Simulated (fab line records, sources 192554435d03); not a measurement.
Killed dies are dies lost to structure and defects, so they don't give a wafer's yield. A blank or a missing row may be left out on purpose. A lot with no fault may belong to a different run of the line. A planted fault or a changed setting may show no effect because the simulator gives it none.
Which of the tools did it? -- flow n5 finfet -- Sampling: 12 lots, 36 wafers, 5 of 1938 route steps

== WHAT EACH GAUGE READ, for each wafer ==
N5_STI_FIN_REVEAL_THK_MEAS_05.
lot,measured,on,thk nm (nm)
L075,day 2 17:05,film metro-01,132.2 132.9 131.5
L077,day 3 04:14,film metro-01,131.3 130.5 130.6
L079,day 3 18:40,film metro-02,131.6 131.9 131.0
L081,day 4 06:35,film metro-01,131.8 131.2 131.8
L083,day 4 16:39,film metro-01,129.5 130.3 129.3
L085,day 5 05:03,film metro-02,131.3 132.4 131.8
L087,day 5 16:32,film metro-01,131.7 131.8 131.6
L089,day 6 05:02,film metro-02,133.2 131.6 132.7
L091,day 6 15:35,film metro-01,132.6 131.5 131.7
L093,day 7 03:44,film metro-01,131.9 132.4 132.2
L095,day 7 15:01,film metro-02,130.4 129.6 129.8
L097,day 8 03:53,film metro-02,131.7 130.3 131.9

== WHICH TOOL RAN EACH LOT (tool, then ch and the chambers of the sampled wafers, then the start) ==
lot,N5_FIN_SAQP_MANDREL1_REMOVE_56,N5_FIN_SAQP_RECESS_63,N5_FIN_SAQP_ETCH_69,N5_FIN_CUT_DESCUM_13
L075,"rie si-03 ch 0,1,2, day 2 06:57","vapor etch-02 ch 0,1, day 2 07:20","rie diel-04 ch 0,1,2, day 2 07:47","rie diel-01 ch 0,1,3, day 2 09:46"
L077,"rie si-03 ch 0,2,3, day 2 18:12","vapor etch-01 ch 0,1, day 2 18:35","rie diel-03 ch 0,2, day 2 19:03","rie diel-05 ch 1,2,3, day 2 21:17"
L079,"rie si-04 ch 0,1,2, day 3 09:19","vapor etch-01 ch 0,1, day 3 09:53","rie diel-04 ch 1,2, day 3 10:23","rie diel-01 ch 0,3, day 3 12:18"
L081,"rie si-04 ch 0,1,2, day 3 19:11","vapor etch-01 ch 0,1, day 3 19:46","rie diel-02 ch 0,3, day 3 20:07","rie diel-06 ch 1,2, day 3 23:35"
L083,"rie si-02 ch 0,2,3, day 4 05:31","vapor etch-02 ch 0,1, day 4 05:53","rie diel-02 ch 0,2,3, day 4 06:24","rie diel-06 ch 0,1,2, day 4 09:14"
L085,"rie si-03 ch 0,2,3, day 4 18:39","vapor etch-02 ch 1, day 4 19:02","rie diel-03 ch 1,2,3, day 4 19:29","rie diel-05 ch 2,3, day 4 21:41"
L087,"rie si-04 ch 0,1, day 5 07:17","vapor etch-02 ch 0,1, day 5 07:45","rie diel-04 ch 0,1,2, day 5 08:13","rie diel-06 ch 0,2,3, day 5 10:11"
L089,"rie si-02 ch 0,1,3, day 5 19:14","vapor etch-01 ch 1, day 5 19:42","rie diel-04 ch 1,2,3, day 5 20:40","rie diel-06 ch 1,2,3, day 5 22:38"
L091,"rie si-03 ch 1,2,3, day 6 05:44","vapor etch-02 ch 0,1, day 6 06:07","rie diel-04 ch 1,3, day 6 06:53","rie diel-06 ch 1,3, day 6 08:57"
L093,"rie si-04 ch 0,2,3, day 6 17:22","vapor etch-01 ch 0,1, day 6 18:02","rie diel-03 ch 0,2, day 6 18:28","rie diel-05 ch 0,2,3, day 6 20:26"
L095,"rie si-04 ch 0,2, day 7 05:16","vapor etch-01 ch 0,1, day 7 05:53","rie diel-02 ch 0,2,3, day 7 06:22","rie diel-05 ch 0,1,2, day 7 08:40"
L097,"rie si-03 ch 0,2,3, day 7 18:28","vapor etch-02 ch 0,1, day 7 18:50","rie diel-04 ch 0,3, day 7 19:30","rie diel-05 ch 0,1,3, day 7 21:33"
- N5_FIN_SAQP_MANDREL1_REMOVE_56: chemistry HBr/Cl2/O2, target a-Si, stops on SiNx, bt time 10 s.
- N5_FIN_SAQP_RECESS_63: chemistry HF/NH3, target SiO2, target depth 18 nm, afs cycles 3, sublimation time 60 s.
- N5_FIN_SAQP_ETCH_69: etches SOC in N2/H2, stops on SiNx, target depth 150 nm.
- N5_FIN_CUT_DESCUM_13: chemistry O2, time 7 s.

== THE ANSWER, worked out from the rows above alone ==
Rule: usual is defined by the lots themselves. Put in order of their means at a reading, lots are off if they are a third of the lots or fewer, leave a main group of 4 or more, and stand apart from it by a gap of 3 or more times the standard deviation of the main group's means; of several such gaps the widest counts. A main group whose means are all the same, to the digits that the tables above print for the reading, isn't used. A lot without any number at a reading at which 4 lots or more have one is off too. The other lots that the step has rows for count as sound.
No lot is off on any of the readings shown, so nothing can be concluded from this.

== WHAT THE SIMULATOR PUT IN ==
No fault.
